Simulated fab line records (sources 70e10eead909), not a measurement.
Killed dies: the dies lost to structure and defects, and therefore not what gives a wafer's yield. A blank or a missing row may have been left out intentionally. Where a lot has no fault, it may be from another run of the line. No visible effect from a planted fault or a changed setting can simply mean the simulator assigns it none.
Comparing a struck lot with a sound one ; flow nand_harc ; 15 steps out of a route of 1302
Sound: these wafers, L832.2, L832.4, L832.6. The struck wafers were L839.4, L839.5, L839.6. Last of all comes the cause.
For every step that has rows: the tool of each side, followed by ch and its chambers, followed by its first start. Under that, the readings that differ: sound wafers ; struck wafers ; difference of the means ; sigmas: that difference in standard deviations of wafers without a fault.
alike: a reading whose means differ by less than 2 such deviations, as well as words and numbers matching on both sides. not compared: withheld readings; readings where some wafer has no value; bounds like >300 that might hide an equal value; numbers whose values overlap and for which the record gives no deviation.
The two part at a step that has a row with sigmas, a row that says differs or no value, or rows on one side only. Numbers that don't overlap but have no deviation are shown without sigmas and don't part them. A reading missing from all wafers of one side parts the sides only when that side holds two or more wafers.

first, 3 steps without rows for these wafers: NHARC_P_M1_EXPOSE_06 (exposes mask P M1, target cd 130 nm); NHARC_P_M1_PEB_07 (peb time 65 s); NHARC_P_M1_DEVELOP_08 (develop time 35 s).
NHARC_P_M1_CD_MEAS_09 targets a cd of 130 nm.
  sound on cd_sem-01 ch 0, day 9 16:26; struck on cd_sem-03 ch 0, day 12 09:11
  alike: cd_nm
NHARC_P_M1_OVL_MEAS_10: pitch 260 nm.
  sound on overlay-02 at day 9 16:32; struck on overlay-02 at day 12 09:16
  alike: overlay_x_nm, overlay_y_nm
NHARC_P_M1_INSPECT_11:
  sound on defect_inspect-02 at day 9 16:34; struck on defect_inspect-01 at day 12 09:18
  alike: raw_defect_count
NHARC_P_M1_DESCUM_14: chemistry O2, time 3 s.
  sound on rie_diel-13 ch 0,3, day 9 16:37; struck on rie_diel-13 ch 0,1, day 12 09:22
  alike: chamber_pressure_mTorr, drypump_motor_current_A, oes_product_au, rf_vpp_V, showerhead_plenum_p_Torr, throttle_valve_pct
  not compared: rf_hours_counter_h
NHARC_P_M1_ETCH_35: etches the open film in N2/H2, target depth 40 nm, overetch 12 nm, time 43.94 s.
  sound on rie_diel-13 ch 1,2,3, day 9 16:43; struck on rie_diel-13 ch 2,3, day 12 09:26
  alike: chamber_pressure_mTorr, drypump_motor_current_A, oes_product_au, rf_fwd_power_W, rf_vpp_V, showerhead_plenum_p_Torr, throttle_valve_pct
  not compared: rf_hours_counter_h
NHARC_P_M1_ETCH_15: etches the open film in C4F8/Ar, target depth 182.5 nm, time 91.2 s.
  sound on rie_diel-13 ch 1,2,3; struck on rie_diel-13 ch 0,1
  alike: chamber_pressure_mTorr, oes_product_au, rf_fwd_power_W, rf_vpp_V
  not compared: rf_hours_counter_h
NHARC_P_M1_CD_MEAS_16:
  sound on cd_sem-01 at day 9 16:56; struck on cd_sem-01 at day 12 09:40
  alike: cd_nm
then, 1 step without rows for these wafers: NHARC_P_M1_STRIP_18 (strips in N2/H2).
NHARC_P_M1_ETCH_28: etches the open film in CF4/N2, target depth 30 nm, time 72.99 s.
  sound on rie_diel-10 ch 0,3; struck on rie_diel-13 ch 1,2,3
  alike: chamber_pressure_mTorr, drypump_motor_current_A, oes_product_au, rf_fwd_power_W, rf_vpp_V, showerhead_plenum_p_Torr, throttle_valve_pct
  not compared: rf_hours_counter_h
NHARC_P_M1_STRIP_19: strips in post etch residue remover, time 600 s.
  sound on wet_bench-08 ch 0,5,7, day 9 17:22; struck on wet_bench-08 ch 0,6,7, day 12 10:08
  no value came back on the struck wafers for bath_heat_duty_pct (%), run_length_s (s); on the sound wafers bath_heat_duty_pct (%) reads 15.2 13.2 12.8
NHARC_P_M1_DEGAS_29: time 60 s.
  sound on pvd_sputter-02 at day 9 17:39; struck on pvd_sputter-02 at day 12 10:24
  alike: heater_power_w
-- record jumps: 19 days between struck wafers' starts before vs after; left off in module P_M1, resumes in module END, first step shown is number 1302 of the route --
NHARC_END_SORT_01:
  sound on prober-01 ch 0, day 27 22:50; struck on prober-02 ch 0, day 31 04:57
  alike: defect_limited_yield, killed_at_array, killed_at_other, killed_at_periphery, killed_dies, killed_open, killed_short, sort_bin_2_pct, sort_bin_3_pct, sort_bin_4_pct, sort_n_pass, sort_rim_yield_pct, sort_yield_pct

== WHERE THEY PART ==
Only at NHARC_P_M1_STRIP_19, as far as this record shows. Later steps at which nothing parts them and some readings are alike: NHARC_P_M1_DEGAS_29, NHARC_END_SORT_01.

WHY: what had been put in by the simulator
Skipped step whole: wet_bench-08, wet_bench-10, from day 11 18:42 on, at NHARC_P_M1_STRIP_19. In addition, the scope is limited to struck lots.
